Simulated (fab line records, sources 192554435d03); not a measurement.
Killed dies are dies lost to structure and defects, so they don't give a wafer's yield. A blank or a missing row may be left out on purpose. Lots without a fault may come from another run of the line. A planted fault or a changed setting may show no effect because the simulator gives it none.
Chamber matching | flow n5_finfet | N5_BEOL_M8_PECVD_70 on pecvd-04: 3 sister chambers
The step deposits SiO2 from TEOS/O2, target thk 20 nm, time 22.7 s. 14 wafers are shown with their chamber, then 7 later ones without.

WAFERS WITH THEIR CHAMBER
wafer  | chamber | throttle_valve_pct (%) | showerhead_plenum_p_Torr (Torr) | heater_power_w (W)
L076.1 | 1       | 24.0                   | 8.77                            | 763
L076.3 | 0       | 23.8                   | 8.84                            | 616
L076.5 | 0       | 23.6                   | 8.84                            | 604
L079.2 | 0       | 23.7                   | 8.81                            | 613
L079.4 | 0       | 23.8                   | 8.82                            | 607
L079.5 | 2       | 20.7                   | 8.79                            | 683
L085.2 | 2       | 21.0                   | 8.81                            | 677
L085.4 | 2       | 20.5                   | 8.81                            | 667
L085.5 | 0       | 23.8                   | 8.82                            | 549
L088.1 | 0       | 24.0                   | 8.83                            | 672
L088.4 | 2       | 20.9                   | 8.81                            | 629
L088.5 | 1       | 23.7                   | 8.76                            | 729
L090.3 | 1       | 24.0                   | 8.74                            | 747
L090.4 | 1       | 23.6                   | 8.77                            | 728

SIGNATURES (means of the wafers above)
reading                  | chamber 0 | chamber 1 | chamber 2 | scatter within a chamber
throttle_valve_pct       | 23.783    | 23.825    | 20.775    | 0.182
showerhead_plenum_p_Torr | 8.8267    | 8.7600    | 8.8050    | 0.0122
heater_power_w           | 610.17    | 741.75    | 664.00    | 30.5
Rule: a wafer's distance from a chamber is the root of the sum, over the readings, of the square of ((its reading less the chamber's mean) divided by the reading's scatter). The wafer belongs to the nearest chamber; if the next one is less than 2 further off, it can't be placed. The scatter: the root of (the sum of the squares of (reading less its chamber's mean) over the shown wafers, divided by (wafers less chambers)).

WAFERS WITHOUT THEIR CHAMBER
wafer  | throttle_valve_pct (%) | showerhead_plenum_p_Torr (Torr) | heater_power_w (W)
L090.6 | 21.0                   | 8.78                            | 607
L094.1 | 21.1                   | 8.79                            | 669
L094.4 | 23.9                   | 8.75                            | 736
L094.6 | 24.0                   | 8.81                            | 616
L096.3 | 23.9                   | 8.82                            | 583
L096.4 | 23.7                   | 8.78                            | 701
L096.6 | 20.8                   | 8.80                            | 671

WHICH CHAMBER EACH WENT THROUGH
wafer  | from the rows above | in truth
L090.6 | 2                   | 2
L094.1 | 2                   | 2
L094.4 | 1                   | 1
L094.6 | 0                   | 0
L096.3 | 0                   | 0
L096.4 | 1                   | 1
L096.6 | 2                   | 2
Placed correctly: 7 of 7. Can't be placed from these rows: 0. Placed wrongly: 0.
